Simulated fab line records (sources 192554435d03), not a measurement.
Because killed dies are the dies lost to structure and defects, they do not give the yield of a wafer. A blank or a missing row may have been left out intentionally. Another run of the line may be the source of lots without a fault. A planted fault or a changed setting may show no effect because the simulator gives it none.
Split-lot trial	flow n5Finfet	route with 1938 steps; 7 lots, 39 wafers read

## THE SPLIT ITSELF
At N5_BEOL_M0_SAQP_SPACER2_ALD_26 (deposits SiO2, target thk 15 nm, pulse time 1 s, purge time 2 s), the setting targetThkA was moved away from the recipe's 150 angstrom on 15 of the 39 wafers read, by -46.3% to +53.9%. For the rest of the wafers, this setting stayed at what the recipe calls for.

## FROM THE SPLIT TO THE READING: what the file shows between them, 2 steps
- N5_BEOL_M0_SAQP_SPACER2_ETCHBACK_27: etches SiO2 in CHF3/O2, target depth 22.5 nm, time 11.25 s
- N5_BEOL_M0_SAQP_MANDREL2_REMOVE_110: chemistry HBr/Cl2/O2, target a-Si, stops on SiCN, bt time 10 s

## THE READING
cdNm (nm) at N5_BEOL_M0_SAQP_CD_MEAS_29, where the cd target is 14.4 nm. Fault-free wafers of this fab line usually give 14.93 nm, standard deviation 0.23 nm.

wafer	tool, chamber at the split	targetThkA as run, angstrom	against the recipe	cdNm, nm	against lot-mates on the recipe
L075.1	aldSin-02, 0,3,3	150	recipe	14.68	-
L075.2	aldSin-02, 2,1,2	229	+52.7%	22.71	+7.62
L075.3	aldSin-02, 2,1,2	229	+52.7%	22.78	+7.69
L075.4	aldSin-02, 0,3,3	150	recipe	15.03	-
L075.5	aldSin-02, 0,3,3	150	recipe	15.57	-
L075.6	aldSin-02, 2,1,2	229	+52.7%	22.83	+7.74
L078.1	aldSin-03, 1,2,1	150	recipe	15.16	-
L078.4	aldSin-03, 1,2,1	150	recipe	14.65	-
L078.6	aldSin-03, 1,2,1	150	recipe	14.45	-
L079.1	aldSin-01, 3,0,2	150	recipe	14.52	-
L079.2	aldSin-01, 3,0,2	150	recipe	14.89	-
L079.3	aldSin-01, 2,1,1	230.9	+53.9%	22.75	+8.01
L079.4	aldSin-01, 2,1,1	230.9	+53.9%	22.73	+7.99
L079.5	aldSin-01, 3,0,2	150	recipe	14.82	-
L079.6	aldSin-01, 2,1,1	230.9	+53.9%	23.07	+8.33
L083.1	aldSin-01, 1	96.66	-35.6%	9.59	-5.53
L083.2	aldSin-01, 0	96.66	-35.6%	9.65	-5.47
L083.3	aldSin-01, 2,3,2	150	recipe	15.23	-
L083.4	aldSin-01, 2,3,2	150	recipe	14.95	-
L083.5	aldSin-01, 1	96.66	-35.6%	9.84	-5.28
L083.6	aldSin-01, 2,3,2	150	recipe	15.18	-
L084.1	aldSin-03, 1,2,3,0,1,0	150	recipe	14.85	-
L084.2	aldSin-03, 1,2,3,0,1,0	150	recipe	14.78	-
L084.3	aldSin-03, 1,2,3,0,1,0	150	recipe	14.85	-
L084.4	aldSin-03, 1,2,3,0,1,0	150	recipe	14.76	-
L084.5	aldSin-03, 1,2,3,0,1,0	150	recipe	14.98	-
L084.6	aldSin-03, 1,2,3,0,1,0	150	recipe	15.24	-
L089.1	aldSin-02, 0	150	recipe	14.67	-
L089.2	aldSin-02, 1,3,3	80.62	-46.3%	7.87	-6.87
L089.3	aldSin-02, 2	150	recipe	14.91	-
L089.4	aldSin-02, 1,3,3	80.62	-46.3%	7.70	-7.04
L089.5	aldSin-02, 1,3,3	80.62	-46.3%	7.93	-6.81
L089.6	aldSin-02, 2	150	recipe	14.64	-
L095.1	aldSin-03, 2,1,3	182.3	+21.5%	17.83	+2.94
L095.2	aldSin-03, 3,0,0	150	recipe	14.86	-
L095.3	aldSin-03, 3,0,0	150	recipe	15.00	-
L095.4	aldSin-03, 2,1,3	182.3	+21.5%	18.38	+3.49
L095.5	aldSin-03, 3,0,0	150	recipe	14.82	-
L095.6	aldSin-03, 2,1,3	182.3	+21.5%	17.97	+3.08
Where a row lists several chambers, the file gives one row for several wafers and doesn't say which wafer went through which chamber.

THE FIT
A straight line over all 39 wafers: cdNm changes by +0.149 nm for each +1% of targetThkA; r = +1.00; the points scatter about the line by 0.23 nm.
The same after taking each lot's own level away (the mean of its wafers on the recipe; 39 wafers): +0.149 nm for each +1%; r = +1.00; scatter 0.2 nm.
The reading moves by 8 nm for the largest change in targetThkA, on that fit.
From 14.740 to 15.120 nm: that is the span of the lots' own levels, equal to 1.7 times the standard deviation above.
So the lot-to-lot level changes the slope little: the two slopes agree.
Check: +8.02 nm against its lot-mates is what the line predicts for one of the wafers moved furthest among these (+53.9%) when that wafer is left out of the fit. It came out at +8.01 nm against them.

## THE WHOLE CHAIN: every reading that the file lists as answering this split, in the file's order
step	what it does	reading	change (the file's fit)	r (the file's)
N5_BEOL_M0_SAQP_SPACER2_ALD_26	deposits SiO2, target thk 15 nm, pulse time 1 s, purge time 2 s	SiO2_of_BEOL_M0_SAQP_SPACER2_ALD_26.thkNm (the simulator's own value, which no gauge read)	+0.15 nm for each +1% of the setting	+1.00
N5_BEOL_M0_SAQP_MANDREL2_REMOVE_110	chemistry HBr/Cl2/O2, target a-Si, stops on SiCN, bt time 10 s	BEOL_M0_SAQP.cdNm (the simulator's own value, which no gauge read)	+0.148 nm for each +1% of the setting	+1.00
N5_BEOL_M0_SAQP_CD_MEAS_29	target cd 14.4 nm	cdNm	+0.149 nm for each +1% of the setting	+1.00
N5_BEOL_M0_CUTY_ETCH_63	etches SOC in N2/H2, target depth 82.7 nm, overetch 16.5 nm, time 124 s	SiO2_of_BEOL_M0_SAQP_SPACER2_ALD_26.thkNm (the simulator's own value, which no gauge read)	+0.138 nm for each +1% of the setting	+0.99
N5_BEOL_M0_ETCH_138	etches SiCN in CH3F/O2, target depth 12 nm, time 31.6 s	SiO2_of_BEOL_M0_SAQP_SPACER2_ALD_26.thkNm (the simulator's own value, which no gauge read)	+0.13 nm for each +1% of the setting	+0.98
N5_BEOL_M0_HM_OPEN_105	chemistry Cl2/BCl3, target TiN, target depth 12 nm	SiO2_of_BEOL_M0_SAQP_SPACER2_ALD_26.thkNm (the simulator's own value, which no gauge read)	+0.115 nm for each +1% of the setting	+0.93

## FILE'S OWN FIT
cdNm changes by +0.149 nm for each +1% of targetThkA, r = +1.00.
